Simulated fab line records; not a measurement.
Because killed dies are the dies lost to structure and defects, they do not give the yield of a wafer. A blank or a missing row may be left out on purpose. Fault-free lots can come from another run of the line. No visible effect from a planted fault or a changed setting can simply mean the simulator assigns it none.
Chamber matching    flow nand_harc    NHARC_A_SGD_CUT_DEP_00 on pecvd-03: 3 sister chambers
The step deposits SiNx, target thk 50 nm. 16 wafers are shown with their chamber, then 8 later ones without.

== EACH WAFER AND ITS CHAMBER ==
wafer   chamber  heater_power_outer_w (W)  heater_power_w (W)
L080.3  2        429                       755
L080.4  1        412                       729
L080.5  0        490                       777
L085.3  1        379                       685
L085.5  2        356                       637
L085.6  1        382                       699
L088.1  1        379                       698
L088.3  0        398                       650
L088.6  1        376                       690
L086.2  1        404                       719
L086.4  2        366                       644
L086.6  1        410                       714
L092.1  2        386                       662
L092.2  1        378                       690
L092.5  2        381                       680
L094.3  1        400                       708

SIGNATURES (averages over the wafers above)
reading               chamber 0  chamber 1  chamber 2  scatter within a chamber
heater_power_outer_w  444.00     391.11     383.60     26.6
heater_power_w        713.50     703.56     675.60     38.1
Rule: for each reading, subtract the chamber's mean from the wafer's reading, divide by that reading's scatter and square the result; add these up over the readings and take the root, which gives the wafer's distance from the chamber. The wafer belongs to the nearest chamber; if the next one is less than 2 further off, it can't be placed. The scatter is the square root of a quotient: the sum, over the shown wafers, of each reading's squared deviation from its chamber's mean, divided by wafers minus chambers.

== WAFERS WITH NO CHAMBER GIVEN ==
wafer   heater_power_outer_w (W)  heater_power_w (W)
L094.4  341                       608
L094.6  401                       704
L095.3  353                       628
L095.5  346                       625
L095.6  467                       717
L097.3  368                       653
L097.4  353                       630
L097.5  360                       676

== CHAMBER TAKEN BY EACH ==
wafer   from the rows above           in truth
L094.4  can't be placed: 2 or 1       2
L094.6  can't be placed: 1 or 2 or 0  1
L095.3  can't be placed: 2 or 1       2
L095.5  can't be placed: 2 or 1       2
L095.6  0                             0
L097.3  can't be placed: 2 or 1       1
L097.4  can't be placed: 2 or 1       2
L097.5  can't be placed: 2 or 1       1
Placed correctly: 1 of 8. Can't be placed from these rows: 7 (the true chamber is among the candidates in 7). Number placed wrongly: 0.
